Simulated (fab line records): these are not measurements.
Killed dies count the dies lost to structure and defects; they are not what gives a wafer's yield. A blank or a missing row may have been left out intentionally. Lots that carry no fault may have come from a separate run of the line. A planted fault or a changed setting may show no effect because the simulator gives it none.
A struck lot beside a sound one | flow n5_finfet | 25 out of 1938 route steps
Sound: the wafers L379.3, L379.4, L379.6. Wafers L387.1, L387.4, L387.5 were the ones struck. The cause is given at the end.
For every step that has rows: the tool of each side, followed by ch and its chambers, followed by its first start. Under that, the readings that differ: sound wafers | struck wafers | difference of the means | sigmas: that difference in standard deviations of wafers without a fault.
alike: readings with means less than 2 such deviations apart, plus words and numbers identical on both sides. not compared: withheld readings, readings lacking a value on some wafer, bounds such as >300 that could conceal the same value, and numbers that have no deviation in the record and whose values overlap.
The two part at a step that has a row with sigmas, a row that says differs or no value, or rows on one side only. Non-overlapping numbers with no deviation appear without sigmas and do not part them. A reading missing from all wafers of one side parts the sides only when that side holds two or more wafers.

N5_BEOL_M11_OVL_MEAS_12:
  sound on overlay-02 ch 0, day 12 03:31; struck on overlay-02 ch 0, day 13 21:11
  alike: M11_OVL
N5_BEOL_M11_INSPECT_13: inspects for defects (brightfield).
  sound on defect_inspect-01, day 12 03:33; struck on defect_inspect-02, day 13 21:13
  alike: raw_defect_count
then, 1 step without rows for these wafers: N5_BEOL_M11_DESCUM_16 (chemistry O2, time 7.9 s).
N5_BEOL_M11_ETCH_61: etches SiARC in CF4, target depth 39 nm, time 65 s.
  sound on rie_diel-03 ch 0,2,3, day 12 03:37; struck on rie_diel-03 ch 0,1,2, day 13 21:29
  alike: drypump_motor_current_A, etch_rf_on_time_s, oes_product_au, rf_vpp_V, showerhead_plenum_p_Torr, throttle_valve_pct
  not compared: rf_hours_counter_h
then, 3 steps without rows for these wafers: N5_BEOL_M11_ETCH_62 (etches SOC in N2/H2, target depth 110 nm, overetch 22 nm, time 165 s); N5_BEOL_M11_STRIP_68 (strips in N2/H2); N5_BEOL_M11_STRIP_67 (strips in CF4).
N5_BEOL_M11_HM_OPEN_17: chemistry Cl2/BCl3, target TiN, target depth 20 nm, overetch 6 nm.
  sound on rie_metal-03 ch 0,1, day 12 03:53; struck on rie_metal-03 ch 0, day 13 21:43
  alike: drypump_motor_current_A, oes_product_au, throttle_valve_pct
  not compared: rf_hours_counter_h
N5_BEOL_M11_STRIP_19: strips in O2.
  sound on rie_diel-01 ch 2,3, day 12 03:58; struck on rie_diel-04 ch 0,3, day 13 21:51
  reading                     | sound       | struck      | difference | sigmas
  drypump_motor_current_A (A) | 5.7 6.4 6.4 | 5.0 5.0 5.7 | -0.9       | -3
  alike: oes_product_au, rf_vpp_V, showerhead_plenum_p_Torr, throttle_valve_pct
  not compared: rf_hours_counter_h
N5_BEOL_M11_CD_MEAS_18: pitch 140 nm, target cd 70 nm.
  sound on cd_sem-03, day 12 04:02; struck on cd_sem-01, day 13 21:55
  alike: cd_nm
then, 2 steps without rows for these wafers: N5_BEOL_M11_COAT_63 (time 60 s, resist thk 100 nm); N5_BEOL_M11_COAT_64 (time 60 s, resist thk 30 nm).
N5_BEOL_M11_COAT_22: resist thk 90 nm.
  sound on litho_track-01 ch 0, day 12 04:54; struck on litho_track-01 ch 0, day 13 22:07
  reading                                       | sound                | struck               | difference | sigmas
  spin_speed_rpm (rpm)                          | 1499.5 1498.3 1498.2 | 1554.5 1554.2 1552.8 | +55.2      | +50
  model.CAR-ArF_of_BEOL_M11_COAT_22.thk_nm (nm) | 90.2 90 90.2         | 88.8 88.8 88.6       | -1.4       |
then, 5 steps without rows for these wafers: N5_BEOL_M11_EBR_24; N5_BEOL_M11_SOFTBAKE_23 (time 60 s); N5_BEOL_M11_EXPOSE_25 (exposes mask V10); N5_BEOL_M11_PEB_26 (peb time 60 s); N5_BEOL_M11_DEVELOP_27 (develop time 30 s).
N5_BEOL_M11_CD_MEAS_28: the cd target is 70 nm.
  sound on cd_sem-02 ch 0, day 12 05:08; struck on cd_sem-03 ch 0, day 13 22:29
  alike: cd_nm
N5_BEOL_M11_OVL_MEAS_29:
  sound on overlay-01 ch 0, day 12 05:10; struck on overlay-01 ch 0, day 13 22:31
  alike: V10_OVL
N5_BEOL_M11_INSPECT_30: inspects for defects (brightfield).
  sound on defect_inspect-01, day 12 05:11; struck on defect_inspect-01, day 13 22:32
  alike: raw_defect_count
N5_BEOL_M11_DESCUM_33: chemistry O2, time 7.9 s.
  sound on rie_diel-03 ch 0,2, day 12 05:14; struck on rie_diel-01 ch 0,2, day 13 22:34
  alike: drypump_motor_current_A, oes_product_au, rf_vpp_V, showerhead_plenum_p_Torr, throttle_valve_pct
  not compared: rf_hours_counter_h
N5_BEOL_M11_ETCH_65: etches SiARC in CF4, target depth 39 nm, time 65 s.
  sound on rie_diel-03 ch 0,2, day 12 05:16; struck on rie_diel-01 ch 0,2, day 13 22:36
  reading                                       | sound          | struck         | difference | sigmas
  model.CAR-ArF_of_BEOL_M11_COAT_22.thk_nm (nm) | 55.6 55.6 55.6 | 54.2 54.4 54.4 | -1.3       |
  alike: drypump_motor_current_A, etch_rf_on_time_s, oes_product_au, rf_vpp_V, showerhead_plenum_p_Torr, throttle_valve_pct
  not compared: rf_hours_counter_h
N5_BEOL_M11_ETCH_66: etches SOC in N2/H2, target depth 120 nm, overetch 24 nm, time 180 s.
  sound on rie_diel-03 ch 0,2, day 12 05:19; struck on rie_diel-01 ch 0,2, day 13 22:39
  alike: drypump_motor_current_A, oes_product_au, rf_vpp_V, showerhead_plenum_p_Torr, throttle_valve_pct
  not compared: rf_hours_counter_h
then, 1 step without rows for these wafers: N5_PASSIVATION_PROBE_49.

## WHERE THEY PART
At N5_BEOL_M11_STRIP_19 first; at N5_BEOL_M11_COAT_22 last (within this record only). Later steps at which nothing parts them and some readings are alike: N5_BEOL_M11_CD_MEAS_28, N5_BEOL_M11_OVL_MEAS_29, N5_BEOL_M11_INSPECT_30, N5_BEOL_M11_DESCUM_33, N5_BEOL_M11_ETCH_65, N5_BEOL_M11_ETCH_66.

WHY: the cause the simulator had injected
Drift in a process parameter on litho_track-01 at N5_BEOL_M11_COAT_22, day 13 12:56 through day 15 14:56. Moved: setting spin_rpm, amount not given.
